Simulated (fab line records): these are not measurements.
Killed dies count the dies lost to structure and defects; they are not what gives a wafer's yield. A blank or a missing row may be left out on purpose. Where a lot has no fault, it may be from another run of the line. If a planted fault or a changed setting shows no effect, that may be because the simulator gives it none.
fab line records	flow n5_finfet
record lots=7	wafers=21
route steps=1938 shown SDB@349 HKMG_FIN@434 MOL_CONTACT_COAG@564 BEOL_M0_SAQP@671
start_h: the number of hours between the record's first day and the start of the first shown wafer of the lot	wait_h: hours elapsed since this lot's preceding step	" as in the row above	L1.1+2: a single row standing in for several wafers	- no value, or no start was given	* or withheld: withheld	< > ~ a bound
route shown NAME@n: names a module that has steps shown in the file, with the first one's number in the route	usual: the fault-free wafers' mean and standard deviation	same: alike in all rows	chamber/n: place in a boat	sites: each site's reading	_std_site: standard deviation across them	_edge_site: outer sites' mean less inner sites'	radius_mm: for every site, how far away it sits from the centre of the wafer	mask NAME#n: copy n	behind: the tool/chamber that last shaped the wafer	hold: cause of the lot's hold/its duration in hours/its outcome	device: transistor that didn't switch, given as n, p or np	end of line: tests run on the same wafers once the route is complete	a step with no rows: only its recipe	killed: dies lost to structure and defects at the first sort, not the wafer's yield	map: dies across one wafer; x = killed, . = not, _ = none there
set.NAME: the setting the step ran with; set.NAME@STEP: the setting that earlier step ran with	model.NAME: the simulator's own value behind a step, which no gauge read
one table per step and one row per wafer, for lots whose settings were changed on purpose
## steps
# step N5_SDB_COAT_04
# recipe resist=SiARC	temp_c=220	time_s=60	spin_rpm=1500	resist_thk_nm=18
lot.wafer	tool	chamber	start_h	wait_h	set.time_s
L074.4+5	litho_track-02	0	-	-	65.95
L074.6	"	0	"	"	60
L075.2+3+6	litho_track-03	0	-	-	70.76
L078.2+4+6	litho_track-03	0	-	-	60
L080.1+5	litho_track-03	0	-	-	60
L080.4	"	0	"	"	64.46
L084.3+4+5	litho_track-03	0	-	-	60
L088.1	litho_track-02	0	-	-	60
L088.3+4	"	0	"	"	51.96
L096.1+6	litho_track-01	0	-	-	68.07
L096.2	"	0	"	"	60
# step N5_SDB_COAT_05
# recipe resist=CAR-ArF	spin_rpm=1500	resist_thk_nm=90
# step N5_SDB_EBR_07
# recipe solvent=PGMEA	ebr_width_mm=1.5
# step N5_SDB_STRIP_19
# recipe chemistry=N2/H2	temp_c=40	n2_flow_sccm=200	h2_flow_sccm=200	rf_frequency_hz=6e+07
# step N5_SDB_STRIP_21
# recipe chemistry=CF4	resist=SiARC	power_w=300	bias_power_w=75	pressure_mtorr=50	cf4_flow_sccm=150	rf_frequency_hz=6e+07
# step N5_SDB_HM_OPEN_20
# recipe chemistry=CH3F/O2	target=SiNx	mask_material=SOC	target_depth_a=240	stop_on=poly-Si	over_etch_frac=0.4	ion_energy_ev=120	pressure_mtorr=30	source_w=395	bias_w=73	Ar_flow_sccm=150	CH3F_flow_sccm=30	O2_flow_sccm=20
lot.wafer	tool	chamber	start_h	wait_h	set.time_s@SDB_HM_DEP_00	model.etch.depth_nm
L074.4	rie_diel-01	0	65.89	0.0	32.3	20.65
L074.5	"	2	"	"	32.3	20.36
L074.6	"	3	"	"	35.3	24.12
L075.2	rie_diel-01	0	75.68	0.0	35.3	23.58
L075.3	"	1	"	"	35.3	23.72
L075.6	"	3	"	"	35.3	24.27
L078.2	rie_diel-04	0	87.80	0.0	35.3	23.69
L078.4	"	2	"	"	35.3	24.16
L078.6	"	3	"	"	35.3	24.2
L080.1	rie_diel-06	2	101.53	0.0	31.96	19.25
L080.4	"	3	"	"	35.3	24.23
L080.5	"	0	"	"	35.3	23.98
L084.3	rie_diel-06	0	125.39	0.0	35.3	23.69
L084.4	"	1	"	"	35.3	24.33
L084.5	"	2	"	"	35.3	23.82
L088.1	rie_diel-04	0	151.41	0.0	35.3	23.64
L088.3	"	1	"	"	30.16	18.22
L088.4	"	3	"	"	35.3	24.01
L096.1	rie_diel-01	0	231.97	0.0	35.3	24.2
L096.2	"	2	"	"	35.3	23.78
L096.6	"	2	"	"	31.35	20.3
# step N5_SDB_STRIP_22
# recipe chemistry=N2/H2	power_w=1000	temp_c=250	h2_frac=0.65	overash_fraction=0.3	pressure_mtorr=withheld	n2_flow_sccm=1750	h2_flow_sccm=3250
# step N5_SDB_PRECLEAN_23
# recipe chemistry=dHF	time_s=30	temp_c=25	dilution=withheld
# step N5_SDB_ETCH_25
# recipe chemistry=C4F6/O2	target=SiO2	target_depth_a=100	time_s=3.3	ion_energy_ev=250	mask_material=SiNx	pressure_mtorr=30	source_w=345	bias_w=185	Ar_flow_sccm=300	C4F6_flow_sccm=10	O2_flow_sccm=10
# step N5_SDB_CUT_ETCH_26
# recipe chemistry=HBr/Cl2/O2	target=Si	target_depth_a=1296	bt_time_s=20	mask_material=SiNx	time_s=51.8	ion_energy_ev=*	bias_w=*	pressure_mtorr=10	icp_w=800	HBr_flow_sccm=150	Cl2_flow_sccm=80	O2_flow_sccm=12
# step N5_SDB_PRECLEAN_38
# recipe chemistry=dHF	time_s=10	dilution=750:1	temp_c=25
lot.wafer	tool	chamber	start_h	wait_h	set.time_s@SDB_HM_DEP_00	model.SiNx_of_SDB_HM_DEP_00.thk_nm
L074.4	wet_bench-02	7	66.39	0.1	32.3	18.8
L074.5	"	1	"	"	32.3	18.6
L074.6	"	6	"	"	35.3	21.8
L075.2	wet_bench-02	2	76.31	0.1	35.3	22
L075.3	"	0	"	"	35.3	21.8
L075.6	"	6	"	"	35.3	22.6
L078.2	wet_bench-02	2	88.36	0.1	35.3	21.6
L078.4+6	"	1,6	"	"	35.3	22.2
L080.1	wet_bench-05	6	102.55	0.1	31.96	17.2
L080.4+5	"	2,7	"	"	35.3	22
L084.3	wet_bench-05	7	125.89	0.1	35.3	21.4
L084.4	"	1	"	"	35.3	22.4
L084.5	"	6	"	"	35.3	21.6
L088.1+4	wet_bench-05	5,1	151.91	0.1	35.3	22.2
L088.3	"	2	"	"	30.16	16.4
L096.1+2	wet_bench-02	7,0	232.47	0.1	35.3	22.2
L096.6	"	2	"	"	31.35	18.6
# step N5_HKMG_FIN_ETCH_31
# recipe chemistry=CF4	target=SiARC	target_depth_a=455	mask_material=CAR-ArF	time_s=75.8	ion_energy_ev=80	pressure_mtorr=40	source_w=545	bias_w=36	Ar_flow_sccm=100	cf4_flow_sccm=100	ends=cleared
# usual etch_rf_on_time_s=75.3/0.9	rf_vpp_V=184.4/1.1
lot.wafer	tool	chamber	start_h	wait_h	set.bias_w	etch_rf_on_time_s	rf_vpp_V
L074.4	rie_diel-04	2	75.17	0.0	36	75.1	184.4
L074.5	"	1	"	"	36	75.4	183.4
L074.6	"	0	"	"	36	75.6	182.9
L075.2	rie_diel-01	0	84.84	0.0	30.57	78.2	166.6
L075.3	"	2	"	"	36	73.7	184.1
L075.6	"	3	"	"	36	75.3	184.1
L078.2	rie_diel-06	3	96.59	0.0	30.1	80.1	163.6
L078.4	"	0	"	"	36	76.5	184.4
L078.6	"	2	"	"	30.1	79.2	164.1
L080.1	rie_diel-01	2	110.68	0.0	33.7	76.0	175.4
L080.4	"	0	"	"	33.7	78.3	179.5
L080.5	"	3	"	"	33.7	77.3	176.7
L084.3	rie_diel-04	3	134.42	0.0	36	76.3	184.3
L084.4	"	2	"	"	36	75.8	184.4
L084.5	"	3	"	"	36	75.8	185.8
L088.1	rie_diel-06	2	160.55	0.0	36	74.6	185.3
L088.3	"	0	"	"	36	75.1	183.4
L088.4	"	3	"	"	36	74.6	183.3
L096.1	rie_diel-06	2	242.14	0.0	36	74.4	186.0
L096.2	"	3	"	"	31.08	78.9	168.2
L096.6	"	0	"	"	36	75.7	185.2
# step N5_HKMG_FIN_COAT_85
# recipe resist=SOC	temp_c=250	time_s=60	spin_rpm=1500	resist_thk_nm=300
lot.wafer	tool	chamber	start_h	wait_h	set.spin_rpm	model.SOC_of_HKMG_FIN_COAT_85.thk_nm
L074.4	litho_track-05	0	76.40	0.2	1556	293
L074.5	"	0	"	"	1556	293.4
L074.6	"	0	"	"	1556	292.6
L075.2	litho_track-02	0	86.07	0.2	1373	315.8
L075.3	"	0	"	"	1500	301.8
L075.6	"	0	"	"	1500	301.6
L078.2	litho_track-04	0	97.87	0.2	1500	300.4
L078.4	"	0	"	"	1500	299.6
L078.6	"	0	"	"	1500	299.8
L080.1	litho_track-05	0	111.90	0.2	1500	301.2
L080.4	"	0	"	"	1500	300
L080.5	"	0	"	"	1443	306.4
L084.3	litho_track-02	0	135.65	0.2	1500	300.8
L084.4	"	0	"	"	1500	301.2
L084.5	"	0	"	"	1500	301.6
L088.1	litho_track-02	0	161.77	0.2	1355	314.6
L088.3	"	0	"	"	1500	299.8
L088.4	"	0	"	"	1355	315.4
L096.1	litho_track-05	0	243.36	0.2	1339	316.8
L096.2	"	0	"	"	1500	298.4
L096.6	"	0	"	"	1500	299
# step N5_MOL_CONTACT_COAG_COAT_75
# recipe resist=SOC	temp_c=250	time_s=60	spin_rpm=1500	resist_thk_nm=60
lot.wafer	tool	chamber	start_h	wait_h	set.spin_rpm	model.SOC_of_MOL_CONTACT_COAG_COAT_75.thk_nm
L074.4	litho_track-02	0	98.32	0.0	1500	60
L074.5+6	"	0	"	"	1655	57
L075.2+3	litho_track-05	0	112.29	0.0	1500	60
L075.6	"	0	"	"	1500	59.8
L078.2	litho_track-05	0	118.40	0.0	1645	57.6
L078.4	"	0	"	"	1500	60
L078.6	"	0	"	"	1645	57.4
L080.1+5	litho_track-02	0	131.58	0.0	1398	62.2
L080.4	"	0	"	"	1500	60
L084.3	litho_track-03	0	173.21	0.1	1500	60.4
L084.4	"	0	"	"	1500	60.6
L084.5	"	0	"	"	1500	60.2
L088.1+4	litho_track-05	0	210.96	20.1	1500	60
L088.3	"	0	"	"	1348	63.2
L096.1	litho_track-05	0	274.27	0.0	1500	60
L096.2	"	0	"	"	1500	59.8
L096.6	"	0	"	"	1452	60.8
# step N5_MOL_CONTACT_COAG_COAT_76
# recipe resist=SiARC	temp_c=220	time_s=60	spin_rpm=1500	resist_thk_nm=10
lot.wafer	tool	chamber	start_h	wait_h	set.spin_rpm	model.SiARC_of_MOL_CONTACT_COAG_COAT_76.thk_nm
L074.4	litho_track-02	0	-	-	1500	10.2
L074.5	"	0	"	"	1450	10.2
L074.6	"	0	"	"	1500	10
L075.2	litho_track-05	0	-	-	1500	10
L075.3+6	"	0	"	"	1375	10.4
L078.2	litho_track-05	0	-	-	1402	10.4
L078.4+6	"	0	"	"	1500	10
L080.1	litho_track-02	0	-	-	1439	10.2
L080.4+5	"	0	"	"	1500	10
L084.3+4+5	litho_track-03	0	-	-	1500	10
L088.1+3	litho_track-05	0	-	-	1500	10
L088.4	"	0	"	"	1346	10.6
L096.1+2	litho_track-05	0	-	-	1500	10
L096.6	"	0	"	"	1621	9.6
# step N5_MOL_CONTACT_COAG_COAT_77
# recipe resist=underlayer	temp_c=205	time_s=60	spin_rpm=1500	resist_thk_nm=10
# step N5_MOL_CONTACT_COAG_COAT_78
# recipe resist=CAR-EUV	spin_rpm=1500	resist_thk_nm=40
# step N5_MOL_CONTACT_COAG_DESCUM_88
# recipe chemistry=O2	time_s=7	source_power_w=50	bias_power_w=20	pressure_mtorr=20	rf_frequency_hz=2.712e+07	temp_c=40	resist=CAR-EUV	o2_flow_sccm=225
# step N5_MOL_CONTACT_COAG_ETCH_89
# recipe chemistry=N2/H2	target=underlayer	target_depth_a=130	mask_material=CAR-EUV	time_s=10.4	ion_energy_ev=200	pressure_mtorr=30	source_w=840	bias_w=150	n2_flow_sccm=200	h2_flow_sccm=200	ends=cleared
# step N5_MOL_CONTACT_COAG_ETCH_90
# recipe chemistry=CF4	target=SiARC	target_depth_a=130	mask_material=CAR-EUV	time_s=21.7	ion_energy_ev=80	pressure_mtorr=40	source_w=545	bias_w=36	Ar_flow_sccm=100	cf4_flow_sccm=100	ends=cleared
# usual etch_rf_on_time_s=21.54/0.27
lot.wafer	tool	chamber	start_h	wait_h	set.spin_rpm@MOL_CONTACT_COAG_COAT_76	etch_rf_on_time_s	model.etch.depth_nm
L074.4	rie_diel-04	2	98.90	0.0	1500	21.97	10.11
L074.5	"	0	"	"	1450	22.55	10.27
L074.6	"	1	"	"	1500	22.01	10.1
L075.2	rie_diel-06	2	112.77	0.0	1500	21.53	10.03
L075.3	"	3	"	"	1375	22.44	10.44
L075.6	"	3	"	"	1375	22.24	10.45
L078.2	rie_diel-04	0	119.08	0.0	1402	22.64	10.36
L078.4	"	2	"	"	1500	21.77	10.06
L078.6	"	3	"	"	1500	21.78	10.07
L080.1	rie_diel-06	1	132.37	0.0	1439	22.11	10.27
L080.4	"	3	"	"	1500	21.50	10.04
L080.5	"	1	"	"	1500	21.88	10.07
L084.3	rie_diel-01	0	173.66	0.0	1500	21.69	10.03
L084.4	"	1	"	"	1500	21.12	10.01
L084.5	"	2	"	"	1500	21.11	10.01
L088.1	rie_diel-06	1	212.85	0.0	1500	21.80	10.04
L088.3	"	3	"	"	1500	21.68	10.03
L088.4	"	2	"	"	1346	22.86	10.59
L096.1	rie_diel-04	2	275.31	0.0	1500	21.79	9.989
L096.2	"	1	"	"	1500	21.62	10.01
L096.6	"	0	"	"	1621	20.39	9.609
# step N5_MOL_CONTACT_COAG_ALD_131
# recipe material=SiO2	target_thk_a=50	temp_c=100	ald_precursor_family=BDEAS	ald_co_reactant=O2-plasma	pulse_time_s=1	co_reactant_pulse_time_s=1	purge_time_s=2	co_reactant_purge_time_s=2	ald_cycles=35	pressure_torr=2
# step N5_MOL_CONTACT_COAG_ETCHBACK_132
# recipe chemistry=CHF3	target=SiO2	target_depth_a=100	time_s=6.7	ion_energy_ev=200	pressure_mtorr=30	source_w=610	bias_w=170	Ar_flow_sccm=200	CHF3_flow_sccm=50
# step N5_MOL_CONTACT_COAG_ETCH_91
# recipe chemistry=N2/H2	target=SOC	target_depth_a=600	overetch_a=210	mask_material=SiARC	temp_c=40	time_s=101.2	ion_energy_ev=200	pressure_mtorr=30	source_w=840	bias_w=150	n2_flow_sccm=200	h2_flow_sccm=200
lot.wafer	tool	chamber	start_h	wait_h	set.spin_rpm@MOL_CONTACT_COAG_COAT_75	set.spin_rpm@MOL_CONTACT_COAG_COAT_76	model.etch.depth_nm	model.SiARC_of_MOL_CONTACT_COAG_COAT_76.thk_nm
L074.4	rie_diel-04	1	99.20	0.0	1500	1500	59.91	6
L074.5	"	1	"	"	1655	1450	57.07	6.2
L074.6	"	2	"	"	1655	1500	56.99	6
L075.2	rie_diel-01	0	113.17	0.0	1500	1500	60.05	5.8
L075.3	"	2	"	"	1500	1375	59.92	6.2
L075.6	"	1	"	"	1500	1375	59.79	6.2
L078.2	rie_diel-06	3	119.37	0.0	1645	1402	57.6	6.2
L078.4	"	2	"	"	1500	1500	60.02	5.8
L078.6	"	1	"	"	1645	1500	57.38	5.8
L080.1	rie_diel-04	3	132.71	0.0	1398	1439	62.17	6
L080.4	"	3	"	"	1500	1500	60.04	5.8
L080.5	"	2	"	"	1398	1500	62.23	5.8
L084.3	rie_diel-01	2	173.96	0.0	1500	1500	60.47	5.8
L084.4	"	0	"	"	1500	1500	60.55	5.8
L084.5	"	3	"	"	1500	1500	60.27	5.8
L088.1	rie_diel-06	2	213.14	0.0	1500	1500	60	5.8
L088.3	"	0	"	"	1348	1500	63.17	6
L088.4	"	3	"	"	1500	1346	59.96	6.4
L096.1	rie_diel-01	3	275.96	0.0	1500	1500	59.9	5.8
L096.2	"	2	"	"	1500	1500	59.89	5.8
L096.6	"	2	"	"	1452	1621	60.79	5.4
# step N5_MOL_CONTACT_COAG_ALD_133
# recipe material=SiO2	target_thk_a=50	temp_c=100	ald_precursor_family=BDEAS	ald_co_reactant=O2-plasma	pulse_time_s=1	co_reactant_pulse_time_s=1	purge_time_s=2	co_reactant_purge_time_s=2	ald_cycles=35	pressure_torr=2
lot.wafer	tool	chamber	start_h	wait_h	set.ald_cycles	model.SiO2_of_MOL_CONTACT_COAG_ALD_133.thk_nm
L074.4	ald_sin-01	2	100.75	0.4	37	5.2
L074.5+6	"	2,3	"	"	35	5
L075.2+3	ald_sin-03	0,3	114.70	0.4	35	5
L075.6	"	0	"	"	37	5.2
L078.2+4+6	ald_sin-04	3,2,0	120.41	0.1	35	5
L080.1+4	ald_sin-03	0,1	133.87	0.1	35	5
L080.5	"	1	"	"	30	4.2
L084.3+4+5	ald_sin-01	0,1,0	175.09	0.2	35	5
L088.1+3+4	ald_sin-03	1,2,1	214.23	0.1	35	5
L096.1+6	ald_sin-03	3,1	278.48	1.3	38	5.4
L096.2	"	2	"	"	35	5
# step N5_MOL_CONTACT_COAG_ETCH_124
# recipe chemistry=CH3F/O2	target=SiNx	target_depth_a=65	mask_material=SOC	stop_on=SiOC	over_etch_frac=0.3	ion_energy_ev=120	pressure_mtorr=30	source_w=395	bias_w=73	Ar_flow_sccm=150	CH3F_flow_sccm=30	O2_flow_sccm=20	ends=end_point
# usual rf_vpp_V=298/3.4
lot.wafer	tool	chamber	start_h	wait_h	set.source_w	rf_vpp_V
L074.4	rie_diel-01	3	101.43	0.0	433.4	287
L074.5	"	0	"	"	433.4	291
L074.6	"	3	"	"	395	298
L075.2	rie_diel-01	2	115.06	0.0	395	296
L075.3	"	3	"	"	339.3	320
L075.6	"	0	"	"	395	303
L078.2	rie_diel-06	3	120.77	0.0	395	298
L078.4	"	1	"	"	395	304
L078.6	"	2	"	"	395	299
L080.1	rie_diel-04	1	134.23	0.0	421.9	284
L080.4	"	2	"	"	395	301
L080.5	"	3	"	"	421.9	293
L084.3	rie_diel-01	1	175.45	0.0	395	298
L084.4	"	2	"	"	395	295
L084.5	"	0	"	"	395	301
L088.1	rie_diel-04	3	214.60	0.0	395	302
L088.3	"	2	"	"	428.5	289
L088.4	"	1	"	"	428.5	283
L096.1	rie_diel-01	1	278.85	0.0	358.3	312
L096.2	"	2	"	"	395	294
L096.6	"	2	"	"	395	296
# step N5_BEOL_M0_SAQP_COAT_105
# recipe resist=SOC	temp_c=250	time_s=60	spin_rpm=1500	resist_thk_nm=100
lot.wafer	tool	chamber	start_h	wait_h	set.spin_rpm	model.SOC_of_BEOL_M0_SAQP_COAT_105.thk_nm
L074.4+5	litho_track-05	0	111.79	0.2	1500	100.2
L074.6	"	0	"	"	1500	100
L075.2	litho_track-01	0	124.54	0.3	1544	98.4
L075.3+6	"	0	"	"	1500	100
L078.2	litho_track-01	0	130.51	0.3	1500	100.2
L078.4	"	0	"	"	1500	100
L078.6	"	0	"	"	1577	97.8
L080.1+5	litho_track-01	0	144.28	0.3	1405	103.8
L080.4	"	0	"	"	1500	100.6
L084.3+5	litho_track-05	0	190.68	0.2	1500	100
L084.4	"	0	"	"	1500	100.2
L088.1	litho_track-04	0	228.56	0.3	1435	101.6
L088.3+4	"	0	"	"	1500	99.6
L096.1	litho_track-04	0	288.34	0.3	1500	99.8
L096.2	"	0	"	"	1500	100
L096.6	"	0	"	"	1500	100.2
# step N5_BEOL_M0_SAQP_ETCH_107
# recipe chemistry=CH3F/O2	target=SiNx	target_depth_a=300	mask_material=SOC	pressure_mtorr=30	source_w=395	bias_w=73	Ar_flow_sccm=150	CH3F_flow_sccm=30	O2_flow_sccm=20	ion_energy_ev=120
# usual rf_vpp_V=296.6/2.4
lot.wafer	tool	chamber	start_h	wait_h	set.bias_w	rf_vpp_V
L074.4	rie_diel-03	2	111.90	0.0	73	297.4
L074.5	"	0	"	"	73	298.6
L074.6	"	1	"	"	73	294.8
L075.2	rie_diel-02	1	124.67	0.0	73	294.2
L075.3	"	0	"	"	73	297.3
L075.6	"	0	"	"	65.25	270.7
L078.2	rie_diel-05	1	130.81	0.0	77.62	315.3
L078.4	"	3	"	"	73	299.3
L078.6	"	0	"	"	77.62	310.8
L080.1	rie_diel-02	3	144.43	0.0	83.98	326.8
L080.4	"	0	"	"	83.98	331.7
L080.5	"	1	"	"	73	294.3
L084.3	rie_diel-02	1	190.79	0.0	73	294.5
L084.4	"	3	"	"	73	291.9
L084.5	"	1	"	"	73	292.9
L088.1	rie_diel-02	1	228.68	0.0	73	293.7
L088.3	"	0	"	"	73	297.4
L088.4	"	2	"	"	73	296.9
L096.1	rie_diel-03	0	288.46	0.0	65.09	272.4
L096.2	"	2	"	"	65.09	271.8
L096.6	"	3	"	"	65.09	273.6
## key
split step=N5_SDB_COAT_04	setting=time_s	stated=60	by=wafer
response none clear
split step=N5_HKMG_FIN_ETCH_31	setting=bias_w	stated=36	by=wafer
response step=N5_HKMG_FIN_ETCH_31	reading=etch_rf_on_time_s	change=*	per=1%	r=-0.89
response step=N5_HKMG_FIN_ETCH_31	reading=rf_vpp_V	change=+1.23	per=1%	r=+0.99
split step=N5_HKMG_FIN_COAT_85	setting=spin_rpm	stated=1500	by=wafer
response step=N5_HKMG_FIN_COAT_85	reading=model.SOC_of_HKMG_FIN_COAT_85.thk_nm	change=-1.64	per=1%	r=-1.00
split step=N5_MOL_CONTACT_COAG_COAT_75	setting=spin_rpm	stated=1500	by=wafer
response step=N5_MOL_CONTACT_COAG_COAT_75	reading=model.SOC_of_MOL_CONTACT_COAG_COAT_75.thk_nm	change=-0.293	per=1%	r=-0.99
response step=N5_MOL_CONTACT_COAG_ETCH_91	reading=model.etch.depth_nm	change=-0.29	per=1%	r=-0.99
split step=N5_MOL_CONTACT_COAG_COAT_76	setting=spin_rpm	stated=1500	by=wafer
response step=N5_MOL_CONTACT_COAG_COAT_76	reading=model.SiARC_of_MOL_CONTACT_COAG_COAT_76.thk_nm	change=-0.0531	per=1%	r=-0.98
response step=N5_MOL_CONTACT_COAG_ETCH_90	reading=etch_rf_on_time_s	change=*	per=1%	r=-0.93
response step=N5_MOL_CONTACT_COAG_ETCH_90	reading=model.etch.depth_nm	change=-0.0503	per=1%	r=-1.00
response step=N5_MOL_CONTACT_COAG_ETCH_91	reading=model.SiARC_of_MOL_CONTACT_COAG_COAT_76.thk_nm	change=-0.0509	per=1%	r=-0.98
split step=N5_MOL_CONTACT_COAG_ALD_133	setting=ald_cycles	stated=35	by=wafer
response step=N5_MOL_CONTACT_COAG_ALD_133	reading=model.SiO2_of_MOL_CONTACT_COAG_ALD_133.thk_nm	change=+0.05	per=1%	r=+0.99
split step=N5_MOL_CONTACT_COAG_ETCH_124	setting=source_w	stated=395	by=wafer
response step=N5_MOL_CONTACT_COAG_ETCH_124	reading=rf_vpp_V	change=-1.49	per=1%	r=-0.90
split step=N5_BEOL_M0_SAQP_COAT_105	setting=spin_rpm	stated=1500	by=wafer
response step=N5_BEOL_M0_SAQP_COAT_105	reading=model.SOC_of_BEOL_M0_SAQP_COAT_105.thk_nm	change=-0.484	per=1%	r=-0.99
split step=N5_BEOL_M0_SAQP_ETCH_107	setting=bias_w	stated=73	by=wafer
response step=N5_BEOL_M0_SAQP_ETCH_107	reading=rf_vpp_V	change=+2.32	per=1%	r=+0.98
split outside_this_file step=N5_SDB_HM_DEP_00 setting=time_s
# split outside_this_file: this setting was split too, and the file shows its column; the key of that split is in another file
